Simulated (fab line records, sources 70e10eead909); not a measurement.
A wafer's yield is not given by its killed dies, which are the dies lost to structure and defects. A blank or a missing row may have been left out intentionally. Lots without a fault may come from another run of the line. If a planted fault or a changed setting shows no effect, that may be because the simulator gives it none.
fab line records	flow nand_harc
record lots=5	wafers=15	last_day=32
route steps=1302 shown P_ZERO_WELL@14 END@1302
lots that met no fault: taken from a fault-free run of the same line
start_h: the number of hours between the record's first day and the start of the first shown wafer of the lot	wait_h: hours from the lot's prior step to this one	" unchanged from the row above	L1.1+2: several wafers, shown together as one row	- value missing, or start not given	* or withheld: withheld	< > ~ a bound
route shown NAME@n: NAME is a module with steps in the file, n the number in the route of the first one	usual: mean/standard deviation of fault-free wafers	same: alike in all rows	chamber/n: place in a boat	sites: per-site readings	_std_site: their standard deviation	_edge_site: the outer-site mean with the inner-site mean subtracted	radius_mm: for every site, how far away it sits from the centre of the wafer	mask NAME#n: copy n	behind: the last tool/chamber to shape the wafer	hold: why the lot went on hold/how many hours it stayed there/how the hold came to an end	device: names the non-switching transistor (n, p or np)	end of line: tests of these same wafers at the route's end	where a step has no rows: the recipe by itself	killed: at the first sort, the dies lost to defects and structure; wafer yield is something else	map: a wafer's dies, marking killed ones x, the rest . and places with no die _
set.NAME: setting as actually run; set.NAME@STEP: the setting as run at that earlier step	model.NAME: the simulator's own value behind a step, which no gauge read
lots seen at some steps along the route; tables by step, rows by wafer
services: a tool's chamber out of use, with start hour (start_h, from the record's first day; less than 0 if before it), hours out, and reason
## steps
# step NHARC_P_ZERO_WELL_CD_MEAS_11
# recipe target_cd_nm=500	landing_energy_ev=500
# usual cd_nm=500.7/1.6
lot.wafer	tool	chamber	start_h	wait_h	cd_nm
L455.1	cd_sem-01	0	61.12	-	499.4
L455.4	"	0	"	"	501.6
L455.5	"	0	"	"	501.8
L460.3	cd_sem-03	0	111.27	-	500.1
L460.4	"	0	"	"	499.1
L460.5	"	0	"	"	499.6
L464.2	cd_sem-01	0	151.24	-	499.5
L464.3	"	0	"	"	501.0
L464.5	"	0	"	"	500.6
L465.2	cd_sem-02	0	161.25	-	501.7
L465.3	"	0	"	"	500.8
L465.4	"	0	"	"	499.9
L472.2	cd_sem-02	0	231.11	-	499.3
L472.3	"	0	"	"	501.9
L472.4	"	0	"	"	501.9
# step NHARC_P_ZERO_WELL_HARDBAKE_12
# recipe temp_c=118	time_s=65
# step NHARC_P_ZERO_WELL_DESCUM_13
# recipe time_s=3	o2_flow_sccm=200	ar_flow_sccm=0	bias_power_w=0	chemistry=O2
# usual drypump_motor_current_A=5.6/0.52	oes_product_au=1.002/0.0088	rf_vpp_V=57.7/0.87	showerhead_plenum_p_Torr=1.89/0.11	throttle_valve_pct=11.311/0.0096
# same bias_power_w=0
lot.wafer	tool	chamber	start_h	wait_h	drypump_motor_current_A	oes_product_au	rf_hours_counter_h	rf_vpp_V	showerhead_plenum_p_Torr	throttle_valve_pct
L455.4	rie_diel-06	1	61.28	-	5.2	0.992	35	57.3	1.76	11.306
L455.1	"	3	"	"	5.4	0.996	28	57.0	1.82	11.312
L455.5	"	0	"	"	5.4	0.998	-	57.7	1.85	11.306
L460.4	rie_diel-06	3	111.43	-	5.4	0.991	45	57.2	1.81	11.314
L460.3	"	1	"	"	5.2	1.005	49	57.9	1.76	11.306
L460.5	"	3	"	"	5.4	0.985	-	56.6	1.81	11.314
L464.3	rie_diel-06	0	151.40	-	5.4	1.010	8	57.0	1.84	11.304
L464.2	"	1	"	"	5.2	0.999	6	57.1	2.07	11.310
L464.5	"	0	"	"	5.4	0.997	-	57.3	1.84	11.300
L465.4	rie_diel-06	0	161.40	-	5.4	1.019	10	56.3	1.84	11.308
L465.3	"	1	"	"	5.2	1.007	8	58.0	2.07	11.315
L465.2	"	2	"	"	4.9	1.016	8	56.6	1.91	11.324
L472.2	rie_diel-06	2	231.27	-	4.9	1.013	26	57.3	1.90	11.311
L472.3	"	3	"	"	5.4	1.008	30	56.7	1.80	11.323
L472.4	"	0	"	"	5.4	1.017	31	57.9	1.83	11.319
# step NHARC_P_ZERO_WELL_ETCH_65
# recipe target_depth_a=800	overetch_a=240	time_s=87.88	ion_energy_ev=200	n2_flow_sccm=150	h2_flow_sccm=150	ar_flow_sccm=0	rf_w=400	bias_w=150	chemistry=N2/H2
# usual drypump_motor_current_A=5.6/0.49	oes_product_au=1.003/0.0092	rf_fwd_power_W=397.5/1.2	rf_vpp_V=430/3.4	showerhead_plenum_p_Torr=2.01/0.12	throttle_valve_pct=14.171/0.0099
lot.wafer	tool	chamber	start_h	wait_h	drypump_motor_current_A	oes_product_au	rf_fwd_power_W	rf_hours_counter_h	rf_vpp_V	showerhead_plenum_p_Torr	throttle_valve_pct
L455.1	rie_diel-06	0	61.36	0.1	5.4	0.988	396.1	34	428	1.97	14.161
L455.4	"	1	"	"	5.2	0.987	398.9	35	426	1.87	14.170
L455.5	"	0	"	"	5.4	0.983	399.5	-	428	1.97	14.162
L460.4	rie_diel-06	0	111.51	0.1	5.4	0.998	396.9	49	429	1.96	14.170
L460.3	"	3	"	"	5.4	0.983	397.5	45	428	1.93	14.199
L460.5	"	0	"	"	5.4	1.001	398.8	-	428	1.96	14.166
L464.3	rie_diel-06	0	151.49	0.1	5.4	1.005	399.1	8	428	1.96	14.171
L464.2	"	1	"	"	5.3	1.012	397.7	6	436	2.22	14.185
L464.5	"	3	"	"	5.4	1.015	399.6	-	426	1.93	14.175
L465.4	rie_diel-06	1	161.49	0.1	5.3	1.014	400.0	8	435	2.22	14.170
L465.3	"	2	"	"	4.9	1.016	395.0	8	431	2.03	14.164
L465.2	"	3	"	"	5.4	1.015	395.3	9	428	1.93	14.167
L472.3	rie_diel-06	0	231.41	0.1	5.4	1.019	397.6	31	428	1.95	14.172
L472.2	"	1	"	"	5.3	1.004	398.7	27	436	2.21	14.162
L472.4	"	2	"	"	4.9	0.998	396.1	26	430	2.03	14.159
# step NHARC_P_ZERO_WELL_ETCH_62
# recipe target_depth_a=130	time_s=6.5	chf3_flow_sccm=50	ar_flow_sccm=200	rf_w=500	bias_w=200	chemistry=CHF3/Ar
# usual chf3_flow_sccm=49.97/0.16	drypump_motor_current_A=5.6/0.48	oes_product_au=0.963/0.017	rf_fwd_power_W=488.5/1.8	rf_vpp_V=369.8/2.9	showerhead_plenum_p_Torr=2.31/0.12	throttle_valve_pct=20.217/0.009
lot.wafer	tool	chamber	start_h	wait_h	chf3_flow_sccm	drypump_motor_current_A	oes_product_au	rf_fwd_power_W	rf_hours_counter_h	rf_vpp_V	showerhead_plenum_p_Torr	throttle_valve_pct
L455.1	rie_diel-06	3	-	-	49.82	5.4	0.960	490.2	28	367.4	2.23	20.210
L455.4	"	0	"	"	50.09	5.4	0.942	489.9	34	367.3	2.27	20.235
L455.5	"	3	"	"	49.76	5.4	0.951	488.9	-	369.3	2.23	20.207
L460.3	rie_diel-06	2	-	-	50.14	4.9	0.960	487.0	45	369.9	2.34	20.212
L460.4	"	1	"	"	49.93	5.2	0.980	487.2	49	367.2	2.16	20.209
L460.5	"	3	"	"	49.69	5.4	0.950	487.7	-	367.1	2.23	20.210
L464.2	rie_diel-06	2	-	-	50.08	4.9	0.963	488.1	6	371.1	2.34	20.210
L464.3	"	3	"	"	50.01	5.4	0.968	488.3	7	369.7	2.22	20.223
L464.5	"	2	"	"	50.11	4.9	0.963	487.9	-	369.8	2.34	20.236
L465.2	rie_diel-06	2	-	-	50.06	4.9	0.983	486.5	8	370.1	2.34	20.210
L465.4	"	3	"	"	49.81	5.4	0.977	486.8	9	368.0	2.22	20.211
L465.3	"	0	"	"	49.84	5.4	0.970	488.0	10	368.9	2.26	20.224
L472.2	rie_diel-06	3	-	-	49.82	5.4	0.954	489.0	30	368.9	2.22	20.212
L472.3	"	0	"	"	49.96	5.4	0.955	491.7	31	368.7	2.25	20.221
L472.4	"	1	"	"	49.91	5.2	0.963	486.8	27	374.6	2.52	20.219
# step NHARC_P_ZERO_WELL_ETCH_63
# recipe target_depth_a=1200	time_s=40.1	hbr_flow_sccm=150	cl2_flow_sccm=50	rf_w=400	icp_w=400	bias_w=100	chemistry=HBr/Cl2
# usual drypump_motor_current_A=6.1/0.41	oes_product_au=0.999/0.012	rf_fwd_power_W=394.6/1.6	throttle_valve_pct=26.407/0.0095
lot.wafer	tool	chamber	start_h	wait_h	drypump_motor_current_A	oes_product_au	rf_fwd_power_W	rf_hours_counter_h	throttle_valve_pct
L455.1	rie_si-01	3	61.56	-	5.9	1.019	395.6	0.2	26.408
L455.4	"	0	"	"	6.3	0.981	394.2	0.2	26.402
L455.5	"	1	"	"	6.2	1.008	395.8	-	26.388
L460.3	rie_si-01	3	111.71	-	5.8	1.006	395.2	0.5	26.416
L460.4	"	0	"	"	6.3	0.980	395.3	0.5	26.386
L460.5	"	2	"	"	6.7	0.988	397.1	-	26.404
L464.3	rie_si-01	3	151.71	-	5.9	1.017	396.4	0.6	26.416
L464.2	"	0	"	"	6.3	0.985	393.9	0.6	26.400
L464.5	"	2	"	"	6.7	0.992	399.4	-	26.415
L465.3	rie_si-04	2	161.66	-	5.3	0.998	396.0	1.2	26.421
L465.4	"	0	"	"	5.8	0.984	393.3	1.1	26.404
L465.2	"	1	"	"	6.6	1.014	393.6	1.3	26.410
L472.4	rie_si-04	2	231.57	-	5.3	0.989	393.7	0.5	26.427
L472.2	"	0	"	"	5.9	0.979	393.5	0.5	26.409
L472.3	"	1	"	"	6.6	1.017	391.5	0.5	26.405
# step NHARC_P_ZERO_WELL_STRIP_15
# recipe time_s=900	temp_c=130	chemistry=SPM
# step NHARC_P_ZERO_WELL_DEHYDRATE_16
# recipe temp_c=150	time_s=120
# step NHARC_P_ZERO_WELL_HMDS_17
# recipe time_s=30
# step NHARC_P_ZERO_WELL_COAT_18
# recipe spin_rpm=withheld
# step NHARC_P_ZERO_WELL_SOFTBAKE_19
# recipe temp_c=122	time_s=95
# step NHARC_P_ZERO_WELL_EBR_20
# step NHARC_P_ZERO_WELL_EXPOSE_21
# recipe na=0.6	target_cd_nm=720	dose_mj=22.31	mask_id=P_NWELL
# usual exposure_dose_mJ_cm2=22.309/0.022
lot.wafer	tool	chamber	start_h	wait_h	mask	exposure_dose_mJ_cm2
L455.1	krf_scanner-04	0	62.30	-	P_NWELL_R1#0	22.315
L455.4	"	0	"	"	P_NWELL_R1#0	22.316
L455.5	"	0	"	"	P_NWELL_R1#0	22.330
L460.3	krf_scanner-04	0	112.47	-	P_NWELL#0	22.294
L460.4	"	0	"	"	P_NWELL#0	22.290
L460.5	"	0	"	"	P_NWELL#0	22.318
L464.2	krf_scanner-02	0	152.36	-	P_NWELL#0	22.317
L464.3	"	0	"	"	P_NWELL#0	22.331
L464.5	"	0	"	"	P_NWELL#0	22.321
L465.2	krf_scanner-04	0	162.43	-	P_NWELL#0	22.335
L465.3	"	0	"	"	P_NWELL#0	22.309
L465.4	"	0	"	"	P_NWELL#0	22.314
L472.2	krf_scanner-02	0	232.35	-	P_NWELL#0	22.303
L472.3	"	0	"	"	P_NWELL#0	22.312
L472.4	"	0	"	"	P_NWELL#0	22.334
# step NHARC_P_ZERO_WELL_PEB_22
# recipe peb_temp_c=118	peb_time_s=85
# step NHARC_P_ZERO_WELL_DEVELOP_23
# recipe time_s=70
# step NHARC_P_ZERO_WELL_CD_MEAS_24
# recipe target_cd_nm=720	landing_energy_ev=500
# usual cd_nm=719.8/1.7
lot.wafer	tool	chamber	start_h	wait_h	hold	cd_nm
L455.1	cd_sem-02	0	62.46	-	await_dispo/0.2h/release	606.2
L455.4	"	0	"	"	await_dispo/0.2h/release	604.3
L455.5	"	0	"	"	await_dispo/0.2h/release	602.3
L455.1	cd_sem-02	0	-	-	-	605.9
L455.4	"	0	"	"	-	604.4
L455.5	"	0	"	"	-	602.3
L460.3	cd_sem-02	0	112.62	-	-	718.8
L460.4	"	0	"	"	-	717.3
L460.5	"	0	"	"	-	718.3
L464.2	cd_sem-01	0	152.51	-	-	719.7
L464.3	"	0	"	"	-	721.8
L464.5	"	0	"	"	-	723.1
L465.2	cd_sem-03	0	162.59	-	-	721.2
L465.3	"	0	"	"	-	719.8
L465.4	"	0	"	"	-	723.7
L472.2	cd_sem-01	0	232.50	-	-	722.6
L472.3	"	0	"	"	-	721.7
L472.4	"	0	"	"	-	719.4
# step NHARC_END_SORT_01
# recipe temp_c=25
# usual defect_limited_yield=91/3.2	killed_at_array=55/22	killed_at_other=1.1/1.4	killed_at_periphery=4/3.2	killed_dies=59/22	killed_open=3.3/1.8	killed_short=2.5/1.5
# same gross_dies=677
lot.wafer	tool	chamber	start_h	wait_h	defect_limited_yield[%]	killed_at_array	killed_at_other	killed_at_periphery	killed_dies	killed_open	killed_short
L460.3	prober-02	0	662.49	3.1	92	51	0	4	55	2	2
L460.4	prober-02	0	663.30	3.4	87	84	0	5	89	2	2
L460.5	prober-02	0	664.11	3.7	89	65	0	7	72	5	2
L464.2	prober-01	0	705.82	2.8	90	61	0	5	66	8	1
L464.3	prober-01	0	706.62	3.1	91	46	0	12	58	0	3
L464.5	prober-01	0	708.23	3.7	91	60	0	3	63	2	2
L472.2	prober-01	0	777.38	2.8	91	55	1	5	61	10	5
L472.3	prober-01	0	778.18	3.1	88	80	2	0	82	2	3
L472.4	prober-01	0	778.98	3.4	91	54	3	3	60	3	1
# killed by level:class
L460.3 A_SLIT:chamber_film_flake=23 A_CHANNEL_HOLE_D2:chamber_film_flake=13 A_CHANNEL_HOLE_D1:chamber_film_flake=11 A_ONON_D2:geometric_particle:short=2 A_STAIRCASE:chamber_film_flake=2 P_GATE:geometric_particle:open=1 P_M0:geometric_particle:open=1 P_GATE:chamber_film_flake=1
L460.4 A_SLIT:chamber_film_flake=35 A_CHANNEL_HOLE_D1:chamber_film_flake=31 A_CHANNEL_HOLE_D2:chamber_film_flake=9 A_STAIRCASE:chamber_film_flake=6 P_CONTACT:geometric_particle:open=1 P_M1:geometric_particle:short=1 A_ONON_D1:geometric_particle:open=1 A_M0:geometric_particle:short=1
L460.5 A_SLIT:chamber_film_flake=28 A_CHANNEL_HOLE_D1:chamber_film_flake=23 A_CHANNEL_HOLE_D2:chamber_film_flake=8 A_ONON_D2:geometric_particle:open=2 P_CONTACT:chamber_film_flake=2 A_STAIRCASE:chamber_film_flake=2 P_GATE:geometric_particle:short=1 P_CONTACT:geometric_particle:open=1
L464.2 A_SLIT:chamber_film_flake=34 A_CHANNEL_HOLE_D1:chamber_film_flake=11 P_CONTACT:chamber_film_flake=3 A_STAIRCASE:chamber_film_flake=3 A_ONON_D1:geometric_particle:open=2 A_M1:geometric_particle:open=2 A_CHANNEL_FILL_D1:chamber_film_flake=2 A_M0:chamber_film_flake=2
L464.3 A_SLIT:chamber_film_flake=31 P_CONTACT:chamber_film_flake=7 A_CHANNEL_HOLE_D1:chamber_film_flake=7 P_GATE:chamber_film_flake=3 P_STI:chamber_film_flake=2 A_ZERO_WELL:chamber_film_flake=2 A_CHANNEL_FILL_D1:geometric_particle:short=1 A_SGD_CUT:geometric_particle:short=1
L464.5 A_SLIT:chamber_film_flake=35 A_CHANNEL_HOLE_D1:chamber_film_flake=8 A_CHANNEL_FILL_D1:chamber_film_flake=4 P_CONTACT:chamber_film_flake=3 A_STAIRCASE:chamber_film_flake=2 A_WL_FILL:chamber_film_flake=2 A_CONTACT:chamber_film_flake=2 A_M0:chamber_film_flake=2
L472.2 A_CHANNEL_HOLE_D2:chamber_film_flake=24 A_CHANNEL_HOLE_D1:chamber_film_flake=7 A_CONTACT:chamber_film_flake=6 A_SLIT:chamber_film_flake=5 P_CONTACT:geometric_particle:open=3 A_BLC:geometric_particle:open=2 A_M0:geometric_particle:open=2 A_STAIRCASE:chamber_film_flake=2
L472.3 A_CHANNEL_HOLE_D2:chamber_film_flake=36 A_CHANNEL_HOLE_D1:chamber_film_flake=20 A_SLIT:chamber_film_flake=7 A_CONTACT:chamber_film_flake=5 A_M0:geometric_particle:open=2 A_STAIRCASE:chamber_film_flake=2 A_SGD_CUT:chamber_film_flake=2 THIN_TSV:chamber_film_flake=2
L472.4 A_CHANNEL_HOLE_D2:chamber_film_flake=23 A_CHANNEL_HOLE_D1:chamber_film_flake=16 A_CONTACT:chamber_film_flake=8 THIN_TSV:chamber_film_flake=3 A_SGD_CUT:chamber_film_flake=2 P_M0:geometric_particle:open=1 A_WL_FILL:geometric_particle:short=1 A_BLC:geometric_particle:open=1
## services
tool	chamber	start_h	hours	kind
krf_scanner-04	-	46.18	2.0	repair
rie_diel-06	0	61.02	-	clean
rie_diel-06	1	61.02	-	clean
rie_diel-06	2	61.02	-	clean
rie_diel-06	3	61.02	-	clean
rie_diel-06	0	85.52	-	clean
rie_diel-06	1	85.52	-	clean
rie_diel-06	2	85.52	-	clean
rie_diel-06	3	85.52	-	clean
krf_scanner-02	-	94.00	4.0	pm
rie_diel-06	0	110.02	-	clean
rie_diel-06	1	110.02	-	clean
rie_diel-06	2	110.02	-	clean
krf_scanner-04	-	121.16	1.1	repair
rie_diel-06	-	130.97	9.0	pm
rie_si-04	-	135.29	0.1	repair
rie_si-04	2	136.87	4.5	repair
rie_si-04	-	151.19	1.1	repair
rie_si-04	-	165.00	9.0	pm
krf_scanner-04	-	182.00	4.0	pm
rie_si-01	-	193.00	9.0	pm
krf_scanner-04	-	215.07	33.3	repair
rie_diel-06	-	216.99	1.8	repair
krf_scanner-02	-	227.82	4.1	repair
## key
first_sign step=NHARC_P_ZERO_WELL_EXPOSE_21	reading=mask	direction=changed
effect step=NHARC_P_ZERO_WELL_CD_MEAS_24	reading=visit	direction=added
effect step=NHARC_P_ZERO_WELL_CD_MEAS_24	reading=cd_nm	direction=down	sigmas=67	usual=719.8	struck=604.3
met_at NHARC_P_ZERO_WELL_EXPOSE_21
struck_wafers L455.1,L455.4,L455.5
scrapped_behind NHARC_P_ZERO_WELL_CD_MEAS_24 L455.1,L455.4,L455.5
fault kind=wrong_mask	tool=any	chamber=-	onset_h=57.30	steps=NHARC_P_ZERO_WELL_EXPOSE_21	aux_copy=P_NWELL_R1#0	cd_offset_nm=-114.58	scope=struck_lots_only
